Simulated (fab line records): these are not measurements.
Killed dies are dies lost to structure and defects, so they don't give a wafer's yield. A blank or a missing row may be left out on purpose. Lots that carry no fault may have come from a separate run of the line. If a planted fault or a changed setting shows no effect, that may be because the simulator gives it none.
Which tool is to blame? :: flow n5-finfet :: 29 wafers from 10 lots sampled at 5 of the route's 1938 steps

## WHAT EACH GAUGE READ, for each wafer
N5_BEOL_M0_RS_MEAS_126: uses a four-point probe to measure.
lot: L676
measured: day 5 22:36
on: film-metro-01
M0_RS (ohm/sq): 0.525 0.522 0.539

lot: L677
measured: day 6 08:16
on: film-metro-01
M0_RS (ohm/sq): 0.527 0.528 0.560

lot: L679
measured: day 6 20:54
on: film-metro-01
M0_RS (ohm/sq): 0.584 0.516 0.504

lot: L682
measured: day 7 10:01
on: film-metro-01
M0_RS (ohm/sq): 0.516 0.481

lot: L684
measured: day 8 07:54
on: film-metro-01
M0_RS (ohm/sq): 0.525 0.514 0.499

lot: L687
measured: day 8 21:43
on: film-metro-02
M0_RS (ohm/sq): 0.564 0.497 0.543

lot: L689
measured: day 9 02:25
on: film-metro-02
M0_RS (ohm/sq): 0.525 0.579 0.518

lot: L696
measured: day 11 02:13
on: film-metro-01
M0_RS (ohm/sq): 0.543 0.538 0.533

lot: L698
measured: day 11 14:11
on: film-metro-02
M0_RS (ohm/sq): 0.559 0.509 0.582

lot: L699
measured: day 12 00:14
on: film-metro-01
M0_RS (ohm/sq): 0.563 0.532 0.500

N5_BEOL_M4_RC_MEAS_101.
lot: L676
measured: day 8 08:11
on: prober-02
DIBL_N (mV/V): 37.7 40.3 35.7
DIBL_P (mV/V): 39.0 41.7 37.3
IOFF_N (nA/um): 0.19 0.25 0.17
IOFF_P (nA/um): 0.24 0.30 0.22
ION_N (uA/um): 689 708 694
ION_P (uA/um): 474 481 478
SS_N (mV/dec): 70.9 71.5 70.7
SS_P (mV/dec): 72.4 73.9 72.3
VT_N (mV): 242 240 244
VT_P (mV): -246.0 -244.5 -247.6

lot: L677
measured: day 8 17:34
on: prober-01
DIBL_N (mV/V): 33.6 35.9 35.9
DIBL_P (mV/V): 32.6 34.8 34.9
IOFF_N (nA/um): 0.11 0.14 0.14
IOFF_P (nA/um): 0.16 0.20 0.20
ION_N (uA/um): 674 674 691
ION_P (uA/um): 460 461 472
SS_N (mV/dec): 70.4 71.5 71.7
SS_P (mV/dec): 72.6 72.8 73.2
VT_N (mV): 254 252 251
VT_P (mV): -251.9 -248.7 -249.1

lot: L679
measured: day 9 05:35
on: prober-01
DIBL_N (mV/V): 36.5 37.2 39.8
DIBL_P (mV/V): 36.3 36.8 37.5
IOFF_N (nA/um): 0.16 0.18 0.22
IOFF_P (nA/um): 0.23 0.22 0.24
ION_N (uA/um): 654 691 664
ION_P (uA/um): 450 467 453
SS_N (mV/dec): 71.3 72.1 73.1
SS_P (mV/dec): 73.1 72.9 73.7
VT_N (mV): 250 247 248
VT_P (mV): -249.0 -250.4 -246.8

lot: L682
measured: day 9 20:19
on: prober-01
DIBL_N (mV/V): 35.9 36.5
DIBL_P (mV/V): 37.5 38.6
IOFF_N (nA/um): 0.16 0.16
IOFF_P (nA/um): 0.20 0.23
ION_N (uA/um): 672 661
ION_P (uA/um): 460 454
SS_N (mV/dec): 71.6 71.9
SS_P (mV/dec): 73.0 73.5
VT_N (mV): 249 250
VT_P (mV): -250.0 -248.3

lot: L684
measured: day 10 15:54
on: prober-02
DIBL_N (mV/V): 37.2 38.9 35.4
DIBL_P (mV/V): 35.2 36.9 33.4
IOFF_N (nA/um): 0.17 0.19 0.13
IOFF_P (nA/um): 0.20 0.22 0.17
ION_N (uA/um): 675 687 670
ION_P (uA/um): 458 469 463
SS_N (mV/dec): 71.4 71.9 71.0
SS_P (mV/dec): 72.9 73.0 72.4
VT_N (mV): 249 250 255
VT_P (mV): -251.0 -249.8 -253.7

lot: L687
measured: day 11 11:06
on: prober-01
DIBL_N (mV/V): 36.1 35.0 38.0
DIBL_P (mV/V): 37.7 34.5 38.7
IOFF_N (nA/um): 0.16 0.13 0.19
IOFF_P (nA/um): 0.24 0.19 0.27
ION_N (uA/um): 691 675 686
ION_P (uA/um): 475 465 470
SS_N (mV/dec): 71.5 71.2 72.1
SS_P (mV/dec): 73.4 72.5 73.5
VT_N (mV): 248 253 249
VT_P (mV): -245.8 -250.0 -247.0

lot: L689
measured: day 11 22:40
on: prober-01
DIBL_N (mV/V): 40.6 32.5 39.4
DIBL_P (mV/V): 39.8 31.5 38.9
IOFF_N (nA/um): 0.27 0.11 0.24
IOFF_P (nA/um): 0.30 0.16 0.28
ION_N (uA/um): 704 668 703
ION_P (uA/um): 478 460 475
SS_N (mV/dec): 72.7 70.4 71.9
SS_P (mV/dec): 75.1 72.3 74.9
VT_N (mV): 240 253 244
VT_P (mV): -246.0 -252.3 -246.3

lot: L696
measured: day 13 21:52
on: prober-01
DIBL_N (mV/V): 34.8 34.6 37.2
DIBL_P (mV/V): 32.2 30.8 34.4
IOFF_N (nA/um): 0.11 0.10 0.14
IOFF_P (nA/um): 0.18 0.16 0.21
ION_N (uA/um): 671 649 669
ION_P (uA/um): 458 457 468
SS_N (mV/dec): 71.5 71.3 71.7
SS_P (mV/dec): 72.6 72.3 73.1
VT_N (mV): 254 258 252
VT_P (mV): -251.6 -251.8 -248.4

lot: L698
measured: day 14 02:41
on: prober-01
DIBL_N (mV/V): 35.3 35.0 35.3
DIBL_P (mV/V): 33.6 31.5 33.0
IOFF_N (nA/um): 0.14 0.12 0.14
IOFF_P (nA/um): 0.21 0.16 0.18
ION_N (uA/um): 667 660 682
ION_P (uA/um): 466 459 466
SS_N (mV/dec): 71.1 71.0 71.3
SS_P (mV/dec): 72.9 72.0 72.1
VT_N (mV): 249 254 251
VT_P (mV): -250.5 -252.2 -250.8

lot: L699
measured: day 14 04:58
on: prober-02
DIBL_N (mV/V): 32.9 33.3 36.5
DIBL_P (mV/V): 32.4 34.0 36.4
IOFF_N (nA/um): 0.11 0.13 0.17
IOFF_P (nA/um): 0.15 0.18 0.21
ION_N (uA/um): 637 674 658
ION_P (uA/um): 436 458 450
SS_N (mV/dec): 70.9 71.1 72.3
SS_P (mV/dec): 71.5 72.9 73.1
VT_N (mV): 255 248 249
VT_P (mV): -254.5 -248.6 -250.6

## TOOL THAT RAN EACH LOT (tool first, then ch and the chambers of the sampled wafers, then the start)
lot: L676
N5_BEOL_M0_SPUTTER_141: pvd-sputter-02, day 5 21:23
N5_BEOL_M0_DEP_125: pecvd-03 ch 0,2, day 5 22:32
N5_BEOL_M1_COAT_05: litho-track-01 ch 0, day 6 01:01

lot: L677
N5_BEOL_M0_SPUTTER_141: pvd-sputter-02, day 6 06:59
N5_BEOL_M0_DEP_125: pecvd-03 ch 0,1,2, day 6 08:12
N5_BEOL_M1_COAT_05: litho-track-03 ch 0, day 6 10:08

lot: L679
N5_BEOL_M0_SPUTTER_141: pvd-sputter-01, day 6 19:51
N5_BEOL_M0_DEP_125: pecvd-04 ch 0,1,2, day 6 20:50
N5_BEOL_M1_COAT_05: litho-track-03 ch 0, day 6 22:01

lot: L682
N5_BEOL_M0_SPUTTER_141: pvd-sputter-01, day 7 08:50
N5_BEOL_M0_DEP_125: pecvd-02 ch 2, day 7 09:56
N5_BEOL_M1_COAT_05: litho-track-01 ch 0, day 7 11:56

lot: L684
N5_BEOL_M0_SPUTTER_141: pvd-sputter-03, day 8 06:49
N5_BEOL_M0_DEP_125: pecvd-04 ch 0,2, day 8 07:49
N5_BEOL_M1_COAT_05: litho-track-01 ch 0, day 8 08:37

lot: L687
N5_BEOL_M0_SPUTTER_141: pvd-sputter-03, day 8 20:29
N5_BEOL_M0_DEP_125: pecvd-04 ch 0,2, day 8 21:39
N5_BEOL_M1_COAT_05: litho-track-01 ch 0, day 8 22:32

lot: L689
N5_BEOL_M0_SPUTTER_141: pvd-sputter-01, day 9 01:22
N5_BEOL_M0_DEP_125: pecvd-02 ch 0,1,2, day 9 02:21
N5_BEOL_M1_COAT_05: litho-track-01 ch 0, day 9 04:40

lot: L696
N5_BEOL_M0_SPUTTER_141: pvd-sputter-01, day 11 01:07
N5_BEOL_M0_DEP_125: pecvd-02 ch 1,2, day 11 02:09
N5_BEOL_M1_COAT_05: litho-track-02 ch 0, day 11 06:42

lot: L698
N5_BEOL_M0_SPUTTER_141: pvd-sputter-03, day 11 12:37
N5_BEOL_M0_DEP_125: pecvd-04 ch 0,1,2, day 11 14:07
N5_BEOL_M1_COAT_05: litho-track-03 ch 0, day 11 16:02

lot: L699
N5_BEOL_M0_SPUTTER_141: pvd-sputter-02, day 11 22:41
N5_BEOL_M0_DEP_125: pecvd-02 ch 0,1,2, day 12 00:10
N5_BEOL_M1_COAT_05: litho-track-01 ch 0, day 12 01:35
- N5_BEOL_M0_SPUTTER_141: material Cu, target thk 4 nm, time 7.37 s.
- N5_BEOL_M0_DEP_125: deposits SiCN from 3MS/NH3, target thk 8 nm, time 14 s.
- N5_BEOL_M1_COAT_05: resist thk 30 nm.

## AS READ BY THE TOOLS THEMSELVES (means over the sampled wafers that have a number; for cases with no such wafer, the mark the record gives instead)
N5_BEOL_M0_SPUTTER_141.
lot: L676
tool: pvd-sputter-02
chamber-pressure-pa (Pa): 0.06999
substrate-temp-c (C): -19.91
throttle-valve-pct (%): 29.7

lot: L677
tool: pvd-sputter-02
chamber-pressure-pa (Pa): 0.06992
substrate-temp-c (C): -19.97
throttle-valve-pct (%): 30.0

lot: L679
tool: pvd-sputter-01
chamber-pressure-pa (Pa): 0.06996
substrate-temp-c (C): -19.96
throttle-valve-pct (%): 30.4

lot: L682
tool: pvd-sputter-01
chamber-pressure-pa (Pa): 0.07007
substrate-temp-c (C): -19.89
throttle-valve-pct (%): 31.0

lot: L684
tool: pvd-sputter-03
chamber-pressure-pa (Pa): 0.07004
substrate-temp-c (C): -19.94
throttle-valve-pct (%): 30.8

lot: L687
tool: pvd-sputter-03
chamber-pressure-pa (Pa): 0.07012
substrate-temp-c (C): -20.07
throttle-valve-pct (%): 30.2

lot: L689
tool: pvd-sputter-01
chamber-pressure-pa (Pa): 0.07006
substrate-temp-c (C): -19.89
throttle-valve-pct (%): 30.0

lot: L696
tool: pvd-sputter-01
chamber-pressure-pa (Pa): 0.07003
substrate-temp-c (C): -20.07
throttle-valve-pct (%): 30.3

lot: L698
tool: pvd-sputter-03
chamber-pressure-pa (Pa): 0.07004
substrate-temp-c (C): -19.99
throttle-valve-pct (%): 30.3

lot: L699
tool: pvd-sputter-02
chamber-pressure-pa (Pa): 0.06999
substrate-temp-c (C): -20.05
throttle-valve-pct (%): 29.5

N5_BEOL_M0_DEP_125.
lot: L676
tool: pecvd-03
showerhead-plenum-p-Torr (Torr): 3.665
throttle-valve-pct (%): 9.1

lot: L677
tool: pecvd-03
showerhead-plenum-p-Torr (Torr): 3.668
throttle-valve-pct (%): 8.9

lot: L679
tool: pecvd-04
showerhead-plenum-p-Torr (Torr): 3.652
throttle-valve-pct (%): 9.2

lot: L682
tool: pecvd-02
showerhead-plenum-p-Torr (Torr): 3.667
throttle-valve-pct (%): 8.7

lot: L684
tool: pecvd-04
showerhead-plenum-p-Torr (Torr): 3.635
throttle-valve-pct (%): 9.0

lot: L687
tool: pecvd-04
showerhead-plenum-p-Torr (Torr): 3.639
throttle-valve-pct (%): 9.2

lot: L689
tool: pecvd-02
showerhead-plenum-p-Torr (Torr): 3.661
throttle-valve-pct (%): 9.4

lot: L696
tool: pecvd-02
showerhead-plenum-p-Torr (Torr): 3.660
throttle-valve-pct (%): 9.1

lot: L698
tool: pecvd-04
showerhead-plenum-p-Torr (Torr): 3.644
throttle-valve-pct (%): 8.9

lot: L699
tool: pecvd-02
showerhead-plenum-p-Torr (Torr): 3.662
throttle-valve-pct (%): 9.5

N5_BEOL_M1_COAT_05.
lot: L676
tool: litho-track-01
chill-plate-temp-C (C): 22.88
spin-speed-rpm (rpm): 1501.3

lot: L677
tool: litho-track-03
chill-plate-temp-C (C): 22.96
spin-speed-rpm (rpm): 1500.3

lot: L679
tool: litho-track-03
chill-plate-temp-C (C): 22.95
spin-speed-rpm (rpm): 1500.3

lot: L682
tool: litho-track-01
chill-plate-temp-C (C): 23.04
spin-speed-rpm (rpm): 1499.3

lot: L684
tool: litho-track-01
chill-plate-temp-C (C): 23.02
spin-speed-rpm (rpm): 1449.7

lot: L687
tool: litho-track-01
chill-plate-temp-C (C): 22.96
spin-speed-rpm (rpm): 1448.9

lot: L689
tool: litho-track-01
chill-plate-temp-C (C): 22.97
spin-speed-rpm (rpm): 1449.3

lot: L696
tool: litho-track-02
chill-plate-temp-C (C): 22.97
spin-speed-rpm (rpm): 1500.9

lot: L698
tool: litho-track-03
chill-plate-temp-C (C): 23.06
spin-speed-rpm (rpm): 1499.7

lot: L699
tool: litho-track-01
chill-plate-temp-C (C): 23.04
spin-speed-rpm (rpm): 1500.3

## THE ANSWER, worked out from the rows above alone
Rule: what is usual is taken from the lots themselves. The widest of any qualifying gaps counts: lots, ordered by their means at a reading, are off when they make up no more than a third of the lots, leave a main group of 4 or more, and stand apart from it by 3 or more times the standard deviation of that group's means. The tables above print the reading to a certain number of digits; a main group whose means all agree to those digits is not used. A lot without any number at a reading at which 4 lots or more have one is off too. All remaining lots with rows at the step are treated as sound. The gauges are gone through in route order, then the tools' own readings, and for those a lot's mean is taken as printed above. The first step at which some lot is off is used, and at that step the reading that is off furthest; a lot without a number counts as furthest.
Off: L684, L687, L689, at N5_BEOL_M1_COAT_05 (spin-speed-rpm). Main group: mean 1500.3 rpm, sd 0.62.
A tool fits if, at that step or a process step before it, it ran every lot that is off, and no sound lot after the first of them. No candidate that was tried fits.

## WHAT HAD BEEN PUT IN BY THE SIMULATOR
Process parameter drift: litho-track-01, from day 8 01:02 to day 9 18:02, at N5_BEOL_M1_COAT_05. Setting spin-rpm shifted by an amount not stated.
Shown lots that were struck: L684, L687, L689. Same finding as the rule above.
